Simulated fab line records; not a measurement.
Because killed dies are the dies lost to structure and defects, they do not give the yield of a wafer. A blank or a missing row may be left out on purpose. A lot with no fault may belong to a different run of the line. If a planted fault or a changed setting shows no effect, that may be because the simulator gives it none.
A struck lot beside a sound one / flow nand-harc / 21 out of 1159 route steps
Sound: wafers L836.1, L836.2, L836.4. Struck: wafers L842.3, L842.4, L842.5. At the end, the cause is stated.
Per side, at each step with rows, come the tool, then ch with its chambers, and then its first start. Under that, the readings that differ: sound wafers / struck wafers / difference of the means / sigmas: that difference in standard deviations of wafers without a fault.
alike: a reading whose means differ by less than 2 such deviations, as well as words and numbers matching on both sides. not compared: withheld readings; readings where some wafer has no value; bounds like >300 that might hide an equal value; numbers whose values overlap and for which the record gives no deviation.
The two part at a step that has a row with sigmas, a row that says differs or no value, or rows on one side only. When numbers do not overlap yet have no deviation, they are printed without sigmas and do not part them. A reading that every wafer of one side lacks parts them only if that side has two wafers or more.

NHARC_A_CONTACT_CVD_19: deposits W, target thk 300 nm, time 802 s.
  sound: cvd-w-02 ch 0,1; struck: cvd-w-02 ch 0,1
reading=mfc-wf6-sccm (sccm); sound=39.73 40.02 39.82; struck=40.13 40.12 40.17; difference=+0.28; sigmas=+2
  alike: heater-power-w, throttle-valve-pct
NHARC_A_CONTACT_CMP_20: polishes, t overpolish 30 s, target thk 300 nm.
  sound on cmp-02 ch 1,2,3, day 17 13:42; struck on cmp-04 ch 1,2, day 19 19:07
  alike: motor-current-A, overpolish-run-s, time-to-endpoint-s
after that, 1 step had no rows for these wafers: NHARC_A_CONTACT_SRD_22.
NHARC_A_CONTACT_INSPECT_23:
  sound on defect-inspect-01, day 17 14:06; struck on defect-inspect-01, day 19 19:31
  alike: raw-defect-count
then, 7 steps without rows for these wafers: NHARC_A_BLC_DEHYDRATE_00 (time 120 s); NHARC_A_BLC_HMDS_01 (time 30 s); NHARC_A_BLC_COAT_02 (time 75 s); NHARC_A_BLC_COAT_03 (time 65 s); NHARC_A_BLC_COAT_04 (resist thk 90 nm); NHARC_A_BLC_SOFTBAKE_05 (time 55 s); NHARC_A_BLC_EBR_06.
NHARC_A_BLC_EXPOSE_07: exposes mask A BLC, target cd 100 nm.
  sound on arfi-scanner-02 ch 0, day 17 14:20; struck on arfi-scanner-02 ch 0, day 19 19:46
reading=exposure-dose-mJ-cm2; sound=67.91 67.88 67.99; struck=66.28 66.21 66.27; difference=-1.67; sigmas=-23
  alike: mask, focus-offset-nm
then, 2 steps without rows for these wafers: NHARC_A_BLC_PEB_08 (peb time 65 s); NHARC_A_BLC_DEVELOP_09 (develop time 35 s).
NHARC_A_BLC_CD_MEAS_10: the cd target is 100 nm.
  sound on cd-sem-03 ch 0, day 17 14:29; struck on cd-sem-02 ch 0, day 19 19:55
reading=cd-nm (nm); sound=100.4 100.7 99.6; struck=96.8 96.6 98.7; difference=-2.9; sigmas=-3
NHARC_A_BLC_OVL_MEAS_11:
  sound on overlay-01, day 17 14:34; struck on overlay-02, day 19 20:01
  alike: overlay-x-nm, overlay-y-nm
NHARC_A_BLC_INSPECT_12:
  sound on defect-inspect-01, day 17 14:37; struck on defect-inspect-01, day 19 20:02
  alike: raw-defect-count
NHARC_A_BLC_DESCUM_15: chemistry O2, time 3 s.
  sound on rie-diel-04 ch 1,2,3, day 17 14:40; struck on rie-diel-04 ch 1,2,3, day 19 20:06
reading=model.A_BLC.cd-nm (nm); sound=101.1 99.85 99.43; struck=96.32 96.09 98.76; difference=-3.07; sigmas=
  alike: drypump-motor-current-A, oes-product-au, rf-vpp-V, showerhead-plenum-p-Torr, throttle-valve-pct
  not compared: rf-hours-counter-h
NHARC_A_BLC_ETCH_16: etches the open film in CF4, target depth 39 nm, time 65 s.
  sound on rie-diel-04 ch 1,2,3, day 17 14:46; struck on rie-diel-04 ch 0,2,3, day 19 20:12
reading=model.A_BLC.cd-nm (nm); sound=101.3 100.3 99.78; struck=95.81 96.31 99; difference=-3.42; sigmas=
  alike: drypump-motor-current-A, oes-product-au, rf-vpp-V, showerhead-plenum-p-Torr, throttle-valve-pct
  not compared: rf-hours-counter-h
NHARC_A_BLC_ETCH_17: etches the open film in N2/H2, target depth 390 nm, time 609.38 s.
  sound: rie-diel-04 ch 1,2,3; struck: rie-diel-04 ch 0,1
  alike: drypump-motor-current-A, n2-flow-sccm, oes-product-au, rf-vpp-V, showerhead-plenum-p-Torr, throttle-valve-pct
  not compared: rf-hours-counter-h
-- record jumps: 2 days between struck wafers' starts before vs after; left off in module A_BLC, resumes in module END, first step shown is number 1159 of the route --
NHARC_END_SORT_01:
  sound on prober-01 ch 0, day 19 22:28; struck on prober-02 ch 0, day 21 23:43
  alike: killed-at-array, killed-at-other, killed-at-periphery, killed-dies, killed-open, killed-short

== WHERE THEY PART ==
Earliest at NHARC_A_CONTACT_CVD_19; latest, in this record, at NHARC_A_BLC_CD_MEAS_10. Later steps at which nothing parts them and some readings are alike: NHARC_A_BLC_OVL_MEAS_11, NHARC_A_BLC_INSPECT_12, NHARC_A_BLC_DESCUM_15, NHARC_A_BLC_ETCH_16, NHARC_A_BLC_ETCH_17, NHARC_END_SORT_01.

WHY: what had been put in by the simulator
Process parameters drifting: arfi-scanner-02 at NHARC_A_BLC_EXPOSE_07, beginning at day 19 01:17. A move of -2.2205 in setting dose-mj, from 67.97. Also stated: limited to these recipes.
